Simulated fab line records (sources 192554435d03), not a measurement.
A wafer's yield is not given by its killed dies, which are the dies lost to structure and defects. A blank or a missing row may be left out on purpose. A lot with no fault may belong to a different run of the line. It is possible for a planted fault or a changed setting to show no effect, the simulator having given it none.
Split-lot trial -- flow n5Finfet -- route with 1938 steps; 7 lots, 21 wafers read

== ABOUT THE SPLIT ==
At N5_MOL_CONTACT_COAG_ALD_27 (deposits SiOC, target thk 17 nm, pulse time 1.5 s, time 2720 s), the setting aldCycles was moved away from the recipe's 340 on 8 of the 21 wafers read, by -13.5% to +8.2%. This setting was run at the recipe's value on the other wafers.

The split's own step is where the reading is taken.

== THE READING ==
SiOC_of_MOL_CONTACT_COAG_ALD_27.thkNm (the simulator's own value, which no gauge read), in nm, at N5_MOL_CONTACT_COAG_ALD_27 (deposits SiOC, target thk 17 nm, pulse time 1.5 s, time 2720 s). The file gives no usual value for it. Across the 13 wafers here that went through the recipe, the average is 17.0 nm and the standard deviation 0.095 nm.

wafer,"tool, chamber at the split",aldCycles as run,against the recipe,"SiOC_of_MOL_CONTACT_COAG_ALD_27.thkNm, nm",against lot-mates on the recipe
L074.1,"aldSin-02, 1,3",359,+5.6%,18,+1.0
L074.3,"aldSin-02, 1,3",359,+5.6%,18,+1.0
L074.6,"aldSin-02, 0",340,recipe,17,-
L075.1,"aldSin-01, 3,1,2",340,recipe,17,-
L075.2,"aldSin-01, 3,1,2",340,recipe,17,-
L075.5,"aldSin-01, 3,1,2",340,recipe,17,-
L077.1,"aldSin-03, 1,2",340,recipe,16.8,-
L077.3,"aldSin-03, 1,2",340,recipe,16.8,-
L077.6,"aldSin-03, 0",340,recipe,17,-
L083.2,"aldSin-02, 2",340,recipe,17,-
L083.5,"aldSin-02, 1",368,+8.2%,18.2,+1.2
L083.6,"aldSin-02, 2",368,+8.2%,18.4,+1.4
L088.1,"aldSin-02, 1",362,+6.5%,18.2,+1.0
L088.5,"aldSin-02, 1",362,+6.5%,18.2,+1.0
L088.4,"aldSin-02, 2",340,recipe,17.2,-
L090.3,"aldSin-03, 1,3,2",340,recipe,17,-
L090.5,"aldSin-03, 1,3,2",340,recipe,17,-
L090.6,"aldSin-03, 1,3,2",340,recipe,17,-
L093.1,"aldSin-03, 2",340,recipe,17,-
L093.4,"aldSin-03, 3",294,-13.5%,14.8,-2.2
L093.5,"aldSin-03, 3",294,-13.5%,14.8,-2.2
The file does not say which wafer passed through which chamber wherever a row lists several chambers: such a row stands for several wafers.

THE FIT
A straight line over all 21 wafers: SiOC_of_MOL_CONTACT_COAG_ALD_27.thkNm changes by +0.166 nm for each +1% of aldCycles; r = +0.99; the points scatter about the line by 0.1 nm.
The same after taking each lot's own level away (the mean of its wafers on the recipe; 21 wafers): +0.162 nm for each +1%; r = +1.00; scatter 0.061 nm.
On that fit, the largest move of aldCycles shifts the reading by 2.2 nm.
Across the lots, their own levels run from 16.87 to 17.20 nm, a range of 3.5 times the standard deviation given above.
Hence the lot-to-lot level has little effect on the slope; both slopes agree.
Check: with one of the wafers moved furthest among these (-13.5%) left out of the fit, the line predicts -2.19 nm for it against its lot-mates. Against them it came out at -2.2 nm.

== THE OTHER SPLITS THESE WAFERS WENT THROUGH ==
These wafers also went through other splits before the reading. Each is held against what the fit with the lots' levels taken away leaves over:
other split on the same wafers,wafers away from the commonest value,r with SiOC_of_MOL_CONTACT_COAG_ALD_27.thkNm (lot level and that fit taken away)
N5_HKMG_FIN_HK_ALD_01 aldCycles,7,+0.08
N5_GATE_CUT_ETCH_58 sourceW,8,+0.05
N5_MOL_CONTACT_COAG_ETCH_15 sourceW,9,+0.27
N5_MOL_CONTACT_COAG_ETCH_110 sourceW,5,+0.16

== FILE'S OWN FIT ==
SiOC_of_MOL_CONTACT_COAG_ALD_27.thkNm changes by +0.162 nm for each +1% of aldCycles, r = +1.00.
